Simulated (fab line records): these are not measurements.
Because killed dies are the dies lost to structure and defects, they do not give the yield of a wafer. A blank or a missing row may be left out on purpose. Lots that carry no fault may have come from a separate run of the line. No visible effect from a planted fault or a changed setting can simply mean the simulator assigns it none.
Which of the tools did it? ; flow n5Finfet ; 7 lots, 21 wafers sampled, at 6 steps of a route of 1938

== WHAT EACH GAUGE READ, for each wafer ==
N5_FIN_SAQP_OCD_MEAS_76.
lot;measured;on;trenchDepthNm (nm)
L181;day 3 19:38;ocd-01;118.8 119.4 120.4
L183;day 4 08:08;ocd-02;121.2 118.5 118.0
L184;day 4 13:32;ocd-01;105.0 117.5 119.3
L185;day 4 20:05;ocd-02;117.9 118.1 104.2
L192;day 6 23:50;ocd-01;118.5 117.3 122.3
L195;day 7 08:01;ocd-01;121.0 117.8 117.1
L197;day 7 20:07;ocd-02;122.7 116.2 118.1

N5_BEOL_M4_RC_MEAS_101.
lot;measured;on;DIBL_N (mV/V);DIBL_P (mV/V);IOFF_N (nA/um);IOFF_P (nA/um);ION_N (uA/um);ION_P (uA/um);SS_N (mV/dec);SS_P (mV/dec);VT_N (mV);VT_P (mV)
L181;day 9 19:01;prober-01;34.9 34.2 36.7;34.8 34.6 37.9;0.129 0.121 0.165;0.20 0.19 0.25;673 665 685;465 461 474;71.5 71.3 72.1;73.4 72.7 73.2;255.7 254.4 248.9;-249 -251 -245
L183;day 10 02:59;prober-02;37.6 35.8 35.6;38.5 37.4 37.4;0.184 0.158 0.165;0.24 0.22 0.22;698 686 696;475 467 477;72.1 71.1 71.1;73.9 73.5 73.4;245.7 250.7 247.4;-249 -249 -248
L184;day 10 01:27;prober-01;35.4 35.1 34.2;36.3 35.6 33.3;0.148 0.144 0.128;0.20 0.20 0.17;675 683 671;469 468 462;71.4 71.3 70.5;73.4 72.9 73.1;251.1 252.2 254.2;-252 -251 -252
L185;day 10 11:46;prober-01;34.9 36.5 38.6;35.8 37.3 39.6;0.142 0.175 0.222;0.19 0.20 0.26;671 691 708;463 464 476;70.5 70.8 72.9;73.5 73.8 73.8;251.0 245.7 245.5;-250 -251 -246
L192;day 12 17:14;prober-01;35.9 37.0 38.6;35.2 37.2 40.1;0.144 0.162 0.212;0.20 0.23 0.30;699 691 705;475 467 488;71.7 71.6 72.1;73.5 74.1 74.0;248.9 248.4 245.7;-250 -251 -242
L195;day 13 14:35;prober-02;35.7 36.8 35.6;35.7 38.1 36.5;0.158 0.175 0.165;0.18 0.23 0.20;677 666 677;459 457 468;71.2 71.6 71.4;72.7 73.8 72.8;248.8 247.5 248.2;-254 -250 -251
L197;day 14 01:01;prober-01;38.4 36.2 36.0;38.9 36.3 35.3;0.223 0.157 0.158;0.30 0.23 0.21;690 666 675;478 461 461;73.0 71.9 71.6;74.6 73.7 72.9;246.9 252.2 252.8;-245 -248 -252

== WHICH TOOL RAN EACH LOT (tool, then ch and the chambers of the sampled wafers, then the start) ==
lot;N5_FIN_SAQP_ETCH_57;N5_FIN_SAQP_ETCH_67;N5_FIN_SAQP_ETCH_34;N5_FIN_SAQP_FIN_ETCH_36
L181;rieDiel-04 ch 0,2,3, day 3 17:35;rieDiel-02 ch 0,1, day 3 18:19;rieDiel-05 ch 1,2, day 3 19:12;rieSi-04 ch 1,3, day 3 19:25
L183;rieDiel-05 ch 0,1,2, day 4 06:05;rieDiel-02 ch 1,3, day 4 06:49;rieDiel-04 ch 0,2,3, day 4 07:42;rieSi-04 ch 0,2, day 4 07:55
L184;rieDiel-02 ch 0,2,3, day 4 11:23;rieDiel-05 ch 1,2,3, day 4 12:13;rieDiel-04 ch 1,3, day 4 13:07;rieSi-04 ch 0,1,3, day 4 13:19
L185;rieDiel-04 ch 0,3, day 4 17:53;rieDiel-05 ch 1,3, day 4 18:37;rieDiel-05 ch 2,3, day 4 19:39;rieSi-04 ch 0,1,3, day 4 19:52
L192;rieDiel-05 ch 0,2,3, day 6 21:40;rieDiel-04 ch 0,1,3, day 6 22:29;rieDiel-05 ch 0,1,3, day 6 23:24;rieSi-01 ch 0,1,3, day 6 23:37
L195;rieDiel-02 ch 1,2,3, day 7 05:53;rieDiel-02 ch 0,3, day 7 06:37;rieDiel-02 ch 0,1,3, day 7 07:35;rieSi-06 ch 0,1,3, day 7 07:47
L197;rieDiel-05 ch 0,1,2, day 7 17:37;rieDiel-05 ch 0,2,3, day 7 18:25;rieDiel-02 ch 0,1, day 7 19:41;rieSi-01 ch 1,2,3, day 7 19:54
- N5_FIN_SAQP_ETCH_57: etches SiNx in CH3F/O2, target depth 32.5 nm, time 46.4 s.
- N5_FIN_SAQP_ETCH_67: etches SiNx in CH3F/O2, target depth 30 nm.
- N5_FIN_SAQP_ETCH_34: etches SiO2 in C4F6/O2, target depth 45 nm, time 15 s.
- N5_FIN_SAQP_FIN_ETCH_36: etches the open film in HBr/Cl2/O2, target depth 120 nm, time 50.4 s.

== AS READ BY THE TOOLS THEMSELVES (means over the sampled wafers that have a number; for cases with no such wafer, the mark the record gives instead) ==
N5_FIN_SAQP_ETCH_57.
lot;tool;O2_flow_sccm (sccm);drypumpMotorCurrentA (A);etchRfOnTimeS (s);mfcArSccm (sccm);oes_o_777_au (a.u.);oesProductAu (a.u.);rfFwdPowerW (W);rfVppV (V);showerheadPlenumPTorr (Torr);throttleValvePct (%)
L181;rieDiel-04;19.98;5.8;46.3;150.7;0.71;0.62;387.7;303;2.01;16.29
L183;rieDiel-05;20.04;6.0;46.0;150.1;0.78;0.66;389.5;296;2.00;16.47
L184;rieDiel-02;19.97;5.9;45.7;150.4;0.78;0.66;389.0;301;2.02;16.21
L185;rieDiel-04;19.97;5.7;45.8;150.4;0.68;0.61;388.4;304;2.00;16.20
L192;rieDiel-05;19.99;5.8;46.3;149.7;0.84;0.72;388.9;295;2.05;16.33
L195;rieDiel-02;20.00;5.7;46.1;149.7;0.88;0.75;388.6;297;2.06;16.02
L197;rieDiel-05;20.02;6.0;46.7;149.9;0.83;0.70;389.6;295;1.99;16.35

N5_FIN_SAQP_ETCH_67.
lot;tool;O2_flow_sccm (sccm);drypumpMotorCurrentA (A);mfcArSccm (sccm);oes_o_777_au (a.u.);oesProductAu (a.u.);rfFwdPowerW (W);rfVppV (V);showerheadPlenumPTorr (Torr);throttleValvePct (%)
L181;rieDiel-02;20.03;5.6;150.3;0.81;0.82;389.6;304;1.96;16.21
L183;rieDiel-02;20.02;5.5;150.3;0.76;0.77;392.6;305;2.05;16.27
L184;rieDiel-05;19.94;5.8;150.3;0.87;0.87;392.1;296;2.06;16.35
L185;rieDiel-05;20.03;5.5;150.0;0.93;0.92;391.4;298;2.02;16.21
L192;rieDiel-04;20.06;5.7;149.2;0.75;0.77;390.2;302;2.02;16.22
L195;rieDiel-02;20.02;5.8;150.4;0.79;0.81;389.4;307;1.95;16.20
L197;rieDiel-05;19.98;5.8;150.2;0.84;0.83;390.7;294;2.05;16.35

N5_FIN_SAQP_ETCH_34.
lot;tool;O2_flow_sccm (sccm);drypumpMotorCurrentA (A);etchRfOnTimeS (s);mfcArSccm (sccm);oes_o_777_au (a.u.);oesProductAu (a.u.);rfFwdPowerW (W);rfVppV (V);showerheadPlenumPTorr (Torr);throttleValvePct (%)
L181;rieDiel-05;9.999;6.2;15.03;299.9;0.80;0.68;336.1;659;2.90;21.24
L183;rieDiel-04;10.022;5.8;14.87;300.4;0.70;0.61;335.7;676;2.85;20.95
L184;rieDiel-04;9.987;5.8;14.51;299.2;0.89;0.78;335.7;674;2.91;20.85
L185;rieDiel-05;9.994;5.7;14.97;300.6;0.87;0.75;336.9;665;3.01;21.10
L192;rieDiel-05;9.999;5.5;14.96;299.9;0.90;0.77;337.0;664;2.86;20.95
L195;rieDiel-02;10.001;5.6;15.07;300.4;0.84;0.72;336.0;681;2.84;20.83
L197;rieDiel-02;9.993;5.4;15.07;300.0;0.82;0.70;337.3;672;2.83;20.90

N5_FIN_SAQP_FIN_ETCH_36.
lot;tool;O2_flow_sccm (sccm);drypumpMotorCurrentA (A);oes_o_777_au (a.u.);oesProductAu (a.u.);rfFwdPowerW (W);throttleValvePct (%)
L181;rieSi-04;12.01;5.5;0.98;0.979;795.0;35.65
L183;rieSi-04;12.01;5.4;1.00;1.012;795.4;36.09
L184;rieSi-04;11.97;5.6;0.84;0.955;733.8;35.78
L185;rieSi-04;12.02;5.6;0.84;0.949;731.9;35.80
L192;rieSi-01;12.00;5.6;0.94;1.000;798.7;36.18
L195;rieSi-06;12.01;5.7;1.01;0.996;795.7;35.94
L197;rieSi-01;12.00;5.7;0.98;1.002;796.4;35.98

== THE ANSWER, worked out from the rows above alone ==
Rule: the lots themselves supply what counts as usual. Put in order of their means at a reading, lots are off if they are a third of the lots or fewer, leave a main group of 4 or more, and stand apart from it by a gap of 3 or more times the standard deviation of the main group's means; of several such gaps the widest counts. A main group is skipped when, at the precision printed for the reading in the tables above, its means are all equal. A lot without any number at a reading at which 4 lots or more have one is off too. The other lots that the step has rows for count as sound. First the gauges in route order, then the tools' own readings, where a lot's mean is used as printed above. At the first step where some lot is off, the reading lying furthest off is the one used; lots without a number count as furthest.
Off: L184, L185, at N5_FIN_SAQP_OCD_MEAS_76 (trenchDepthNm). The main group has a mean of 119.2 nm with a standard deviation of 0.31.
A tool fits if, at a process step before that reading, it ran every lot that is off, and no sound lot after the first of them. The gauges at N5_FIN_SAQP_OCD_MEAS_76 aren't tried: what is off there is off at N5_FIN_SAQP_FIN_ETCH_36 too, on other tools, and a gauge's error can't cause that. One fits: N5_FIN_SAQP_FIN_ETCH_36 on rieSi-04. Its last sound lot is L183 (day 4 07:55), its first lot that is off L184 (day 4 13:19): a fault that began between those two fits.
The tool's own readings at N5_FIN_SAQP_FIN_ETCH_36 bear it out: on the lots that are off they differ by more than 5 times the standard deviation of the sound lots' means. oes_o_777_au reads 0.84 a.u. there against 0.98 a.u. on the sound lots; rfFwdPowerW reads 732.8 W there against 796.2 W on the sound lots.

== WHAT WAS PUT IN BY THE SIMULATOR ==
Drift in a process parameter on rieSi-04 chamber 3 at N5_FIN_SAQP_FIN_ETCH_36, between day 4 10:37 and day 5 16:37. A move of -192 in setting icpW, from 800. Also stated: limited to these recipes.
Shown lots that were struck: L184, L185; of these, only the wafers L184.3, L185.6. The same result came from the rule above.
